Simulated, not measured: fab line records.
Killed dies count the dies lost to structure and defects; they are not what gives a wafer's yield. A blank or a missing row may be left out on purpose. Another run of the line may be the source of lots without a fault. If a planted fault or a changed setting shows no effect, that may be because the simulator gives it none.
fab line records	flow nandHarc
record lots=24	wafers=72	lastDay=33
route steps=1302 shown A_CONTACT@1018
lots that met no fault: from a run of the same line without faults
startH: the number of hours between the record's first day and the start of the first shown wafer of the lot	waitH: hours from the lot's prior step to this one	" identical to the entry in the row above	L1.1+2: a single row standing in for several wafers	- value missing, or start not given	* or withheld: withheld	< > ~ a bound
route shown NAME@n: a module of which the file shows steps, and the number in the route of the first	usual: the fault-free wafers' mean and standard deviation	same: alike in all rows	chamber/n: place in a boat	sites: the reading at each site	_std_site: the standard deviation of these	_edge_site: outer sites' mean less inner sites'	radiusMm: how far each site lies from the wafer's centre	mask NAME#n: copy n	behind: the tool/chamber that last shaped the wafer	hold: the reason the lot was held/the length of the hold in hours/how it ended	device: the n, p or np transistor that did not switch	end of line: tests of these same wafers at the route's end	a step without rows: its recipe alone	killed: count of dies lost to structure and defects at first sort (not the wafer's yield)	map: per-die view of a wafer (x killed, . not killed, _ where there is no die)
set.NAME: the setting that was run; set.NAME@STEP: the one run at that earlier step	model.NAME: the simulator's own value behind a step, which no gauge read
steps of the route over a sample of lots; a table a step, a row a wafer
services: a tool's chamber out of use, with start hour (startH, from the record's first day; less than 0 if before it), hours out, and reason
## steps
# step NHARC_A_CONTACT_ETCH_90
# recipe targetDepthA=400	overEtchFrac=0.5	timeS=85.7	ionEnergyEv=120	ch3fFlowSccm=50	o2FlowSccm=30	arFlowSccm=200	rfW=500	biasW=100	chemistry=CH3F/O2
# usual drypumpMotorCurrentA=5.8/0.45	oesProductAu=0.95/0.035	rfVppV=244.2/1.7	showerheadPlenumPTorr=2.45/0.1	throttleValvePct=20.663/0.0087
# same overEtchFrac=0.5
lot.wafer	tool	chamber	startH	waitH	drypumpMotorCurrentA	oesProductAu	rfHoursCounterH	rfVppV	showerheadPlenumPTorr	throttleValvePct
L075.4	rieDiel-05	1	493.43	0.6	4.8	1.00	27	244.0	2.51	20.667
L075.3	"	3	"	"	4.9	1.00	25	243.0	2.35	20.661
L075.5	"	1	"	"	4.8	0.99	-	243.2	2.51	20.656
L074.3	rieDiel-10	0	510.60	0.7	5.7	0.93	13	246.4	2.58	20.668
L074.4	"	2	"	"	5.8	0.92	14	244.2	2.49	20.662
L074.6	"	3	"	"	6.4	0.99	-	245.4	2.47	20.668
L077.4	rieDiel-05	0	520.76	0.7	6.1	0.93	32	244.4	2.44	20.661
L077.1	"	1	"	"	4.8	0.92	32	243.9	2.51	20.647
L077.6	"	2	"	"	6.2	0.92	-	243.8	2.40	20.662
L078.1	rieDiel-10	0	524.96	0.9	5.7	1.01	16	246.0	2.58	20.654
L078.5	"	1	"	"	6.2	1.00	-	243.0	2.28	20.658
L078.6	"	2	"	"	5.8	1.00	-	245.6	2.49	20.668
L079.1	rieDiel-05	2	525.57	0.9	6.3	0.92	31	242.6	2.40	20.667
L079.2	"	3	"	"	4.9	0.92	31	244.2	2.34	20.660
L079.6	"	3	"	"	4.9	0.92	-	244.6	2.34	20.660
L076.2	rieDiel-04	2	530.69	0.9	5.1	0.92	50	241.1	2.32	20.670
L076.1	"	3	"	"	6.2	0.91	51	244.6	2.47	20.687
L076.4	"	0	"	"	5.6	0.93	56	242.9	2.35	20.671
L080.1	rieDiel-10	1	549.89	0.8	6.2	0.93	24	240.4	2.28	20.663
L080.4	"	2	"	"	5.8	0.94	22	243.6	2.49	20.655
L080.5	"	1	"	"	6.2	0.93	-	240.5	2.27	20.674
L082.2	rieDiel-04	2	578.39	0.9	5.1	1.00	13	241.3	2.31	20.652
L082.4	"	0	"	"	5.6	1.01	8	242.5	2.35	20.670
L082.1	"	1	"	"	5.9	1.00	15	243.9	2.39	20.660
L081.2	rieDiel-10	3	581.52	0.9	6.4	0.93	23	243.3	2.47	20.672
L081.3	"	2	"	"	5.8	0.93	26	245.7	2.49	20.677
L081.6	"	0	"	"	5.7	0.94	-	245.8	2.57	20.665
L083.3	rieDiel-10	0	592.89	0.7	5.7	0.93	26	245.7	2.57	20.679
L083.6	"	0	"	"	5.7	0.92	-	246.5	2.57	20.651
L083.5	"	1	"	"	6.1	0.91	-	241.3	2.27	20.657
L084.4	rieDiel-10	1	608.90	0.7	6.2	1.00	1	247.5	2.66	20.652
L084.6	"	2	"	"	5.8	1.00	-	244.7	2.49	20.660
L084.5	"	3	"	"	6.4	1.00	-	245.3	2.47	20.666
L086.3	rieDiel-04	3	609.11	0.7	6.1	0.92	25	243.9	2.46	20.671
L086.6	"	2	"	"	5.1	0.93	-	242.0	2.31	20.672
L086.5	"	3	"	"	6.2	0.93	-	245.7	2.46	20.648
L085.3	rieDiel-10	0	617.36	0.6	5.7	0.92	2	245.8	2.57	20.664
L085.1	"	1	"	"	6.1	0.94	2	247.3	2.66	20.667
L085.5	"	3	"	"	6.4	0.92	-	243.4	2.46	20.671
L087.1	rieDiel-04	2	619.89	0.8	5.1	0.93	25	242.8	2.31	20.668
L087.2	"	1	"	"	5.9	0.93	28	243.1	2.38	20.667
L087.5	"	2	"	"	5.1	0.94	-	243.3	2.31	20.671
L088.3	rieDiel-04	0	630.13	0.6	5.6	1.00	23	242.1	2.34	20.661
L088.4	"	1	"	"	5.8	0.93	30	242.7	2.38	20.653
L088.6	"	3	"	"	6.2	0.92	-	244.9	2.46	20.658
L089.1	rieDiel-04	0	630.94	0.9	5.6	1.02	23	242.6	2.34	20.660
L089.3	"	2	"	"	5.1	1.00	30	242.8	2.30	20.666
L089.6	"	0	"	"	5.6	1.00	-	243.5	2.34	20.657
L091.3	rieDiel-10	0	666.30	0.7	5.7	0.97	10	245.6	2.57	20.674
L091.5	"	2	"	"	5.8	0.97	-	243.8	2.48	20.663
L091.6	"	3	"	"	6.4	0.95	-	245.5	2.46	20.663
L090.3	rieDiel-05	3	671.47	0.7	4.9	0.92	33	242.6	2.32	20.678
L090.4	"	1	"	"	4.8	0.93	27	243.4	2.48	20.662
L090.5	"	3	"	"	4.9	0.93	-	242.4	2.32	20.658
L092.3	rieDiel-04	0	676.07	0.6	5.6	0.92	38	242.3	2.33	20.658
L092.1	"	2	"	"	5.1	0.92	45	241.8	2.30	20.663
L092.6	"	1	"	"	5.9	0.91	-	242.3	2.38	20.656
L093.1	rieDiel-10	2	691.09	0.8	5.8	0.99	14	245.0	2.48	20.659
L093.2	"	0	"	"	5.7	0.99	13	245.3	2.57	20.653
L093.6	"	3	"	"	6.4	1.00	-	243.8	2.46	20.655
L095.2	rieDiel-10	1	700.57	0.8	6.2	0.92	15	249.1	2.65	20.658
L095.3	"	2	"	"	5.8	0.92	16	243.1	2.48	20.670
L095.4	"	0	"	"	5.7	0.93	16	245.5	2.56	20.669
L094.2	rieDiel-10	0	700.92	0.9	5.7	1.01	16	246.0	2.56	20.669
L094.3	"	1	"	"	6.2	0.99	15	247.0	2.65	20.648
L094.6	"	0	"	"	5.7	1.00	-	246.0	2.56	20.653
L096.1	rieDiel-10	1	712.56	0.8	6.2	0.99	17	247.8	2.65	20.678
L096.2	"	2	"	"	5.8	1.00	18	243.1	2.48	20.665
L096.3	"	0	"	"	5.7	0.98	18	244.3	2.56	20.662
L097.1	rieDiel-10	2	730.20	1.1	5.8	0.93	21	243.8	2.48	20.662
L097.6	"	0	"	"	5.7	0.93	-	246.7	2.56	20.673
L097.5	"	1	"	"	6.2	0.92	-	247.5	2.65	20.674
# step NHARC_A_CONTACT_STRIP_55
# recipe o2FlowSccm=500	arFlowSccm=0	biasW=0	chemistry=O2
# usual drypumpMotorCurrentA=5.9/0.43	oesProductAu=1.000/0.0066	rfVppV=57.9/0.87	showerheadPlenumPTorr=3.56/0.15	throttleValvePct=17.038/0.0094
lot.wafer	tool	chamber	startH	waitH	drypumpMotorCurrentA	oesProductAu	rfHoursCounterH	rfVppV	showerheadPlenumPTorr	throttleValvePct
L075.3	rieDiel-05	3	-	-	4.9	0.988	25	57.5	3.37	17.027
L075.4	"	1	"	"	4.8	1.002	27	58.4	3.60	17.037
L075.5	"	2	"	"	6.2	0.991	-	59.1	3.46	17.034
L074.3	rieDiel-10	0	-	-	5.7	0.995	13	58.3	3.69	17.039
L074.4	"	2	"	"	5.8	0.997	14	58.6	3.57	17.042
L074.6	"	1	"	"	6.2	0.989	-	57.6	3.28	17.055
L077.1	rieDiel-05	1	-	-	4.8	1.008	32	57.9	3.59	17.051
L077.4	"	3	"	"	4.9	1.001	30	58.8	3.37	17.030
L077.6	"	0	"	"	6.1	1.009	-	56.8	3.50	17.058
L078.1	rieDiel-04	1	-	-	5.8	0.995	51	57.3	3.44	17.036
L078.6	"	2	"	"	5.1	1.003	-	57.2	3.33	17.033
L078.5	"	3	"	"	6.1	0.994	-	56.7	3.55	17.031
L079.2	rieDiel-04	1	-	-	5.8	1.003	55	57.1	3.44	17.063
L079.1	"	2	"	"	5.1	0.996	50	57.9	3.33	17.014
L079.6	"	0	"	"	5.6	0.998	-	58.4	3.38	17.038
L076.1	rieDiel-04	0	-	-	5.6	0.994	56	55.8	3.38	17.031
L076.2	"	2	"	"	5.1	0.986	50	56.9	3.33	17.057
L076.4	"	3	"	"	6.2	0.989	51	57.6	3.55	17.036
L080.4	rieDiel-10	0	-	-	5.7	1.004	20	60.3	3.69	17.046
L080.1	"	2	"	"	5.8	1.005	22	58.2	3.57	17.027
L080.5	"	3	"	"	6.4	1.002	-	59.1	3.54	17.041
L082.1	rieDiel-10	2	-	-	5.9	0.992	26	58.0	3.57	17.054
L082.4	"	3	"	"	6.4	1.005	23	58.5	3.54	17.036
L082.2	"	0	"	"	5.7	0.998	24	58.3	3.69	17.032
L081.2	rieDiel-10	0	-	-	5.7	1.005	24	57.4	3.69	17.046
L081.3	"	2	"	"	5.8	1.002	26	58.5	3.57	17.033
L081.6	"	0	"	"	5.7	1.000	-	59.0	3.69	17.048
L083.3	rieDiel-10	2	-	-	5.8	1.009	28	57.8	3.57	17.036
L083.5	"	1	"	"	6.2	1.000	-	56.8	3.27	17.030
L083.6	"	0	"	"	5.7	1.004	-	57.7	3.68	17.018
L084.4	rieDiel-10	1	-	-	6.2	1.007	1	58.8	3.81	17.033
L084.5	"	0	"	"	5.7	1.016	-	58.5	3.68	17.029
L084.6	"	1	"	"	6.1	0.996	-	59.8	3.81	17.032
L086.3	rieDiel-04	2	-	-	5.2	0.996	24	56.0	3.32	17.038
L086.6	"	1	"	"	5.9	1.002	-	56.8	3.42	17.045
L086.5	"	2	"	"	5.2	0.999	-	55.7	3.32	17.031
L085.3	rieDiel-10	0	-	-	5.7	1.006	2	58.5	3.68	17.027
L085.1	"	1	"	"	6.2	1.000	2	58.0	3.81	17.045
L085.5	"	1	"	"	6.2	1.004	-	60.1	3.81	17.052
L087.2	rieDiel-10	2	-	-	5.8	0.998	2	58.4	3.56	17.033
L087.1	"	1	"	"	6.2	1.007	2	58.8	3.81	17.017
L087.5	"	3	"	"	6.4	1.001	-	58.3	3.54	17.037
L088.3	rieDiel-10	1	-	-	6.2	1.007	4	58.6	3.81	17.040
L088.4	"	0	"	"	5.7	1.001	4	57.4	3.68	17.029
L088.6	"	1	"	"	6.2	1.006	-	57.2	3.81	17.032
L089.3	rieDiel-10	0	-	-	5.7	1.014	4	58.4	3.68	17.042
L089.1	"	1	"	"	6.2	1.007	4	57.7	3.81	17.044
L089.6	"	2	"	"	5.8	1.006	-	57.4	3.56	17.041
L091.3	rieDiel-10	0	-	-	5.7	1.005	10	57.4	3.68	17.037
L091.6	"	0	"	"	5.7	1.003	-	57.4	3.68	17.035
L091.5	"	1	"	"	6.2	0.995	-	58.6	3.80	17.030
L090.3	rieDiel-05	0	-	-	6.1	0.998	22	57.2	3.48	17.026
L090.4	"	1	"	"	4.8	1.004	27	59.6	3.56	17.029
L090.5	"	0	"	"	6.1	1.005	-	57.3	3.48	17.044
L092.3	rieDiel-05	2	-	-	6.3	0.998	36	58.2	3.42	17.032
L092.1	"	1	"	"	4.8	1.002	29	57.2	3.56	17.033
L092.6	"	2	"	"	6.3	1.001	-	56.9	3.42	17.041
L093.1	rieDiel-10	1	-	-	6.2	0.990	12	57.8	3.80	17.033
L093.2	"	3	"	"	6.4	1.002	14	56.4	3.53	17.021
L093.6	"	1	"	"	6.2	0.991	-	58.6	3.80	17.036
L095.2	rieDiel-10	1	-	-	6.2	0.996	15	59.3	3.80	17.052
L095.4	"	2	"	"	5.8	0.986	16	57.6	3.56	17.033
L095.3	"	3	"	"	6.4	0.997	16	58.5	3.53	17.040
L094.2	rieDiel-10	0	-	-	5.7	1.004	16	58.0	3.67	17.044
L094.3	"	1	"	"	6.2	0.999	15	57.2	3.80	17.032
L094.6	"	3	"	"	6.4	0.992	-	57.6	3.53	17.037
L096.1	rieDiel-10	1	-	-	6.2	0.998	18	58.6	3.80	17.033
L096.2	"	2	"	"	5.8	0.994	18	58.7	3.56	17.043
L096.3	"	0	"	"	5.7	0.997	18	58.3	3.67	17.027
L097.1	rieDiel-10	0	-	-	5.7	0.994	23	57.9	3.67	17.032
L097.6	"	1	"	"	6.2	1.004	-	58.0	3.80	17.038
L097.5	"	2	"	"	5.8	0.997	-	57.5	3.55	17.038
# step NHARC_A_CONTACT_ETCH_124
# recipe sourceW=withheld	pressureMtorr=20	biasV=withheld	timeS=140	targetDepthA=7000	arFlowSccm=withheld	c4f8FlowSccm=withheld	o2FlowSccm=withheld	chemistry=C4F8/O2/Ar
lot.wafer	tool	chamber	startH	waitH	rfHoursCounterH
L075.4	harCapEtch-02	1	501.01	-	-
L075.3	"	0	"	"	-
L075.5	"	1	"	"	-
L074.4	harCapEtch-03	0	518.31	-	-
L074.3	"	1	"	"	-
L074.6	"	1	"	"	-
L077.1	harCapEtch-03	1	528.04	-	47
L077.4	"	0	"	"	-
L077.6	"	1	"	"	-
L078.1	harCapEtch-01	0	535.08	-	4
L078.5	"	1	"	"	-
L078.6	"	0	"	"	-
L079.2	harCapEtch-03	0	535.84	-	49
L079.1	"	1	"	"	49
L079.6	"	0	"	"	-
L076.1	harCapEtch-01	1	538.51	-	5
L076.2	"	0	"	"	5
L076.4	"	0	"	"	-
L080.1	harCapEtch-03	0	556.78	-	52
L080.4	"	1	"	"	-
L080.5	"	1	"	"	-
L082.2	harCapEtch-02	0	587.15	-	100
L082.1	"	1	"	"	100
L082.4	"	1	"	"	-
L081.2	harCapEtch-03	1	590.85	-	56
L081.3	"	0	"	"	-
L081.6	"	0	"	"	-
L083.3	harCapEtch-03	1	600.01	-	-
L083.6	"	1	"	"	-
L083.5	"	0	"	"	-
L084.4	harCapEtch-03	0	618.71	-	-
L084.5	"	0	"	"	-
L084.6	"	1	"	"	-
L086.3	harCapEtch-02	1	619.49	-	-
L086.5	"	0	"	"	-
L086.6	"	1	"	"	-
L085.1	harCapEtch-02	1	630.06	-	110
L085.3	"	1	"	"	-
L085.5	"	0	"	"	-
L087.1	harCapEtch-03	0	633.30	-	65
L087.2	"	1	"	"	65
L087.5	"	1	"	"	-
L088.4	harCapEtch-01	0	638.35	-	-
L088.3	"	1	"	"	-
L088.6	"	0	"	"	-
L089.1	harCapEtch-02	0	639.41	-	113
L089.3	"	1	"	"	-
L089.6	"	0	"	"	-
L091.3	harCapEtch-03	1	676.96	-	-
L091.5	"	0	"	"	-
L091.6	"	1	"	"	-
L090.4	harCapEtch-01	1	680.43	-	-
L090.3	"	0	"	"	-
L090.5	"	0	"	"	-
L092.1	harCapEtch-02	1	683.13	-	118
L092.3	"	1	"	"	-
L092.6	"	1	"	"	-
L093.2	harCapEtch-03	1	699.42	-	76
L093.1	"	0	"	"	76
L093.6	"	1	"	"	-
L095.2	harCapEtch-01	1	707.44	-	35
L095.4	"	1	"	"	-
L095.3	"	0	"	"	-
L094.2	harCapEtch-02	0	707.90	-	124
L094.3	"	0	"	"	-
L094.6	"	1	"	"	-
L096.1	harCapEtch-01	0	719.31	-	39
L096.2	"	1	"	"	39
L096.3	"	0	"	"	-
L097.1	harCapEtch-03	1	737.20	-	82
L097.6	"	0	"	"	-
L097.5	"	1	"	"	-
# step NHARC_A_CONTACT_ETCH_127
# recipe sourceW=withheld	pressureMtorr=20	biasV=3000	timeS=197	targetDepthA=19180	arFlowSccm=withheld	c4f8FlowSccm=withheld	o2FlowSccm=withheld	chemistry=C4F8/O2/Ar
lot.wafer	tool	chamber	startH	waitH	rfHoursCounterH
L075.4	harCapEtch-02	1	501.55	0.1	-
L075.3	"	0	"	"	-
L075.5	"	1	"	"	-
L074.4	harCapEtch-03	0	518.86	0.1	-
L074.3	"	1	"	"	-
L074.6	"	1	"	"	-
L077.1	harCapEtch-03	1	528.59	0.1	48
L077.4	"	0	"	"	-
L077.6	"	1	"	"	-
L078.1	harCapEtch-01	0	535.62	0.1	4
L078.5	"	1	"	"	-
L078.6	"	0	"	"	-
L079.2	harCapEtch-03	0	536.40	0.1	49
L079.1	"	1	"	"	49
L079.6	"	0	"	"	-
L076.1	harCapEtch-01	1	539.07	0.1	6
L076.2	"	0	"	"	6
L076.4	"	0	"	"	-
L080.1	harCapEtch-03	0	557.33	0.1	52
L080.4	"	1	"	"	-
L080.5	"	1	"	"	-
L082.2	harCapEtch-02	0	587.70	0.1	101
L082.1	"	1	"	"	101
L082.4	"	1	"	"	-
L081.2	harCapEtch-03	1	591.39	0.1	57
L081.3	"	0	"	"	-
L081.6	"	0	"	"	-
L083.3	harCapEtch-03	1	600.56	0.1	-
L083.6	"	1	"	"	-
L083.5	"	0	"	"	-
L084.4	harCapEtch-03	0	619.26	0.1	-
L084.5	"	0	"	"	-
L084.6	"	1	"	"	-
L086.3	harCapEtch-02	1	620.03	0.1	-
L086.5	"	0	"	"	-
L086.6	"	1	"	"	-
L085.1	harCapEtch-02	1	630.61	0.1	110
L085.3	"	1	"	"	-
L085.5	"	0	"	"	-
L087.1	harCapEtch-03	0	633.85	0.1	65
L087.2	"	1	"	"	65
L087.5	"	1	"	"	-
L088.4	harCapEtch-01	0	638.89	0.1	-
L088.3	"	1	"	"	-
L088.6	"	0	"	"	-
L089.1	harCapEtch-02	0	639.97	0.1	113
L089.3	"	1	"	"	-
L089.6	"	0	"	"	-
L091.3	harCapEtch-03	1	677.51	0.1	-
L091.5	"	0	"	"	-
L091.6	"	1	"	"	-
L090.4	harCapEtch-01	1	680.98	0.1	-
L090.3	"	0	"	"	-
L090.5	"	0	"	"	-
L092.1	harCapEtch-02	1	683.80	0.2	119
L092.3	"	1	"	"	-
L092.6	"	1	"	"	-
L093.2	harCapEtch-03	1	699.97	0.1	77
L093.1	"	0	"	"	77
L093.6	"	1	"	"	-
L095.2	harCapEtch-01	1	707.99	0.1	36
L095.4	"	1	"	"	-
L095.3	"	0	"	"	-
L094.2	harCapEtch-02	0	708.46	0.1	124
L094.3	"	0	"	"	-
L094.6	"	1	"	"	-
L096.1	harCapEtch-01	0	719.87	0.1	40
L096.2	"	1	"	"	40
L096.3	"	0	"	"	-
L097.1	harCapEtch-03	1	737.75	0.1	82
L097.6	"	0	"	"	-
L097.5	"	1	"	"	-
# step NHARC_A_CONTACT_ETCH_97
# recipe targetDepthA=200	overEtchFrac=0.5	timeS=10	ionEnergyEv=250	c4f6FlowSccm=25	o2FlowSccm=20	arFlowSccm=500	rfW=600	biasW=500	chemistry=C4F6/O2
# usual drypumpMotorCurrentA=5.9/0.46	oesProductAu=0.958/0.024	rfVppV=547/3.4	showerheadPlenumPTorr=3.95/0.16	throttleValvePct=26.904/0.0097
# same overEtchFrac=0.5
lot.wafer	tool	chamber	startH	waitH	drypumpMotorCurrentA	oesProductAu	rfHoursCounterH	rfVppV	showerheadPlenumPTorr	throttleValvePct
L075.3	rieDiel-10	2	503.51	0.1	5.8	0.947	12	547	3.97	26.894
L075.4	"	2	"	"	5.8	0.950	-	547	3.97	26.906
L075.5	"	1	"	"	6.2	0.949	-	543	3.65	26.916
L074.3	rieDiel-05	3	-	-	4.9	0.986	30	544	3.75	26.907
L074.4	"	2	"	"	6.2	0.955	30	545	3.84	26.901
L074.6	"	0	"	"	6.1	0.965	-	547	3.90	26.900
L077.1	rieDiel-10	1	-	-	6.2	0.929	21	541	3.65	26.894
L077.4	"	2	"	"	5.9	0.936	19	547	3.97	26.895
L077.6	"	3	"	"	6.4	0.954	-	548	3.94	26.907
L078.1	rieDiel-10	3	-	-	6.4	0.954	17	548	3.94	26.899
L078.5	"	0	"	"	5.7	0.937	-	550	4.10	26.905
L078.6	"	1	"	"	6.2	0.939	-	542	3.65	26.889
L079.2	rieDiel-10	1	-	-	6.2	0.932	22	541	3.65	26.916
L079.1	"	3	"	"	6.4	0.947	17	547	3.94	26.893
L079.6	"	0	"	"	5.7	0.959	-	551	4.10	26.903
L076.2	rieDiel-10	3	-	-	6.4	0.950	17	548	3.94	26.884
L076.4	"	1	"	"	6.2	0.939	22	542	3.65	26.900
L076.1	"	2	"	"	5.8	0.942	20	549	3.97	26.915
L080.1	rieDiel-05	1	-	-	4.8	0.993	50	547	3.98	26.901
L080.4	"	0	"	"	6.1	0.993	48	548	3.89	26.905
L080.5	"	2	"	"	6.3	0.988	-	545	3.83	26.917
L082.1	rieDiel-10	1	589.71	0.1	6.2	0.964	30	541	3.64	26.888
L082.2	"	2	"	"	5.8	0.952	28	547	3.96	26.905
L082.4	"	0	"	"	5.7	0.962	-	548	4.09	26.890
L081.3	rieDiel-05	1	-	-	4.8	0.995	0	550	3.98	26.900
L081.2	"	2	"	"	6.3	0.993	0	545	3.83	26.906
L081.6	"	1	"	"	4.8	1.000	-	548	3.98	26.907
L083.3	rieDiel-05	0	-	-	6.1	0.998	4	547	3.88	26.905
L083.5	"	1	"	"	4.8	1.002	-	549	3.98	26.896
L083.6	"	2	"	"	6.2	1.000	-	545	3.83	26.927
L084.5	rieDiel-05	2	621.21	0.1	6.2	0.946	-	544	3.82	26.895
L084.6	"	3	"	"	4.9	0.954	-	542	3.73	26.894
L084.4	"	1	"	"	4.8	0.954	-	546	3.97	26.888
L086.3	rieDiel-10	2	-	-	5.8	1.004	2	548	3.96	26.910
L086.6	"	2	"	"	5.8	1.002	-	549	3.96	26.910
L086.5	"	3	"	"	6.4	1.006	-	548	3.93	26.889
L085.3	rieDiel-10	1	-	-	6.2	0.957	4	554	4.22	26.911
L085.1	"	2	"	"	5.8	0.946	5	548	3.96	26.889
L085.5	"	0	"	"	5.7	0.957	-	552	4.09	26.904
L087.1	rieDiel-10	0	-	-	5.7	0.955	5	550	4.09	26.895
L087.2	"	3	"	"	6.4	0.946	6	547	3.93	26.910
L087.5	"	0	"	"	5.7	0.949	-	551	4.09	26.925
L088.3	rieDiel-10	1	-	-	6.2	0.941	7	554	4.22	26.896
L088.4	"	0	"	"	5.7	0.950	7	550	4.09	26.914
L088.6	"	1	"	"	6.2	0.945	-	553	4.22	26.898
L089.3	rieDiel-04	3	-	-	6.2	0.954	36	546	3.93	26.911
L089.1	"	0	"	"	5.6	0.939	28	543	3.74	26.891
L089.6	"	3	"	"	6.2	0.954	-	546	3.93	26.901
L091.3	rieDiel-04	2	-	-	5.1	0.938	46	542	3.68	26.894
L091.5	"	0	"	"	5.6	0.952	-	543	3.74	26.897
L091.6	"	1	"	"	5.9	0.942	-	544	3.80	26.913
L090.4	rieDiel-10	1	-	-	6.2	0.942	12	553	4.22	26.901
L090.3	"	0	"	"	5.7	0.941	13	551	4.08	26.896
L090.5	"	2	"	"	5.8	0.936	-	547	3.96	26.896
L092.3	rieDiel-04	1	-	-	5.8	1.003	47	545	3.80	26.906
L092.1	"	2	"	"	5.1	1.002	47	541	3.68	26.911
L092.6	"	3	"	"	6.2	0.997	-	547	3.92	26.903
L093.1	rieDiel-10	0	-	-	5.7	0.935	16	550	4.08	26.907
L093.2	"	1	"	"	6.2	0.936	15	553	4.22	26.903
L093.6	"	0	"	"	5.7	0.951	-	550	4.08	26.908
L095.3	rieDiel-10	1	-	-	6.2	0.941	17	553	4.22	26.911
L095.2	"	2	"	"	5.8	0.951	18	548	3.95	26.885
L095.4	"	3	"	"	6.4	0.943	18	547	3.92	26.902
L094.2	rieDiel-10	0	-	-	5.7	0.956	18	549	4.08	26.896
L094.3	"	1	"	"	6.2	0.958	17	553	4.22	26.916
L094.6	"	3	"	"	6.4	0.952	-	545	3.92	26.892
L096.1	rieDiel-10	2	-	-	5.8	0.955	20	547	3.95	26.908
L096.2	"	3	"	"	6.4	0.939	20	549	3.92	26.903
L096.3	"	1	"	"	6.2	0.933	20	552	4.21	26.911
L097.1	rieDiel-10	1	-	-	6.2	0.937	23	552	4.21	26.898
L097.6	"	0	"	"	5.7	0.940	-	549	4.08	26.900
L097.5	"	1	"	"	6.2	0.940	-	553	4.21	26.899
# step NHARC_A_CONTACT_DEP_84
# recipe targetThkA=28000	tempC=400	material=aC
# usual throttleValvePct=35.000/0.0087
lot.wafer	tool	chamber	startH	waitH	throttleValvePct
L075.3	aclDep-03	0	505.60	-	34.984
L075.4	"	0	"	"	35.012
L075.5	"	0	"	"	35.000
L074.3	aclDep-01	0	522.51	-	35.003
L074.4	"	0	"	"	35.001
L074.6	"	0	"	"	35.006
L077.1	aclDep-03	0	531.60	-	35.008
L077.4	"	0	"	"	35.006
L077.6	"	0	"	"	35.007
L078.1	aclDep-01	0	538.72	-	35.002
L078.5	"	0	539.88	-	34.993
L078.6	"	0	"	"	35.000
L079.1	aclDep-02	0	539.48	-	34.995
L079.2	"	0	"	"	34.994
L079.6	"	0	540.93	-	35.002
L076.1	aclDep-02	0	543.73	-	35.004
L076.2	"	0	"	"	35.008
L076.4	"	0	"	"	34.994
L080.1	aclDep-02	0	560.52	-	34.991
L080.4	"	0	"	"	35.005
L080.5	"	0	"	"	35.001
L082.1	aclDep-03	0	590.85	-	35.005
L082.2	"	0	"	"	34.992
L082.4	"	0	"	"	35.012
L081.2	aclDep-01	0	594.93	-	35.010
L081.3	"	0	"	"	35.024
L081.6	"	0	"	"	35.008
L083.3	aclDep-03	0	604.26	-	35.000
L083.5	"	0	"	"	34.998
L083.6	"	0	"	"	35.006
L084.4	aclDep-02	0	630.17	-	34.993
L084.5	"	0	"	"	35.012
L084.6	"	0	"	"	35.005
L086.3	aclDep-01	0	631.35	-	34.986
L086.5	"	0	"	"	34.990
L086.6	"	0	"	"	34.998
L085.1	aclDep-03	0	634.52	-	34.991
L085.3	"	0	"	"	34.984
L085.5	"	0	"	"	35.002
L087.1	aclDep-02	0	636.95	-	35.008
L087.2	"	0	"	"	34.990
L087.5	"	0	"	"	34.995
L088.3	aclDep-03	0	642.61	-	35.000
L088.4	"	0	"	"	34.995
L088.6	"	0	"	"	34.999
L089.1	aclDep-03	0	643.75	-	35.010
L089.3	"	0	"	"	35.018
L089.6	"	0	"	"	35.007
L091.3	aclDep-01	0	683.23	-	35.007
L091.5	"	0	"	"	35.005
L091.6	"	0	"	"	34.997
L090.3	aclDep-02	0	686.95	-	35.009
L090.4	"	0	"	"	35.009
L090.5	"	0	"	"	35.000
L092.1	aclDep-03	0	689.08	-	35.001
L092.3	"	0	"	"	34.989
L092.6	"	0	"	"	35.002
L093.1	aclDep-03	0	705.09	-	34.985
L093.2	"	0	"	"	35.004
L093.6	"	0	706.52	-	34.990
L095.2	aclDep-02	0	711.36	-	35.010
L095.3	"	0	"	"	34.990
L095.4	"	0	"	"	35.003
L094.2	aclDep-02	0	713.07	-	35.016
L094.3	"	0	"	"	34.985
L094.6	"	0	"	"	34.996
L096.1	aclDep-01	0	723.59	-	35.003
L096.2	"	0	"	"	35.007
L096.3	"	0	"	"	34.995
L097.1	aclDep-02	0	742.47	-	34.991
L097.5	"	0	743.60	-	35.005
L097.6	"	0	"	"	34.988
## services
tool	chamber	startH	hours	kind
aclDep-03	-	480.11	13.0	pm
rieDiel-10	2	491.88	3.8	repair
rieDiel-10	0	493.47	8.1	repair
harCapEtch-01	-	497.45	17.0	pm
rieDiel-10	3	502.36	6.0	repair
rieDiel-04	-	518.10	0.4	repair
rieDiel-04	-	532.73	9.0	pm
harCapEtch-01	-	540.72	0.5	repair
aclDep-01	-	550.02	13.0	pm
rieDiel-04	0	556.36	9.9	repair
rieDiel-04	2	578.68	6.6	repair
rieDiel-05	-	583.79	9.0	pm
rieDiel-10	3	587.41	6.6	repair
rieDiel-10	-	596.68	9.0	pm
aclDep-02	-	607.06	13.0	pm
rieDiel-05	0	610.12	17.1	repair
rieDiel-05	1	645.84	2.8	repair
rieDiel-10	3	648.01	3.5	repair
rieDiel-05	-	651.99	2.0	repair
aclDep-03	-	661.11	13.0	pm
rieDiel-10	-	661.80	0.6	repair
rieDiel-04	-	709.92	9.0	pm
aclDep-01	-	728.40	5.8	repair
aclDep-01	-	734.21	13.0	pm
## key
fault none
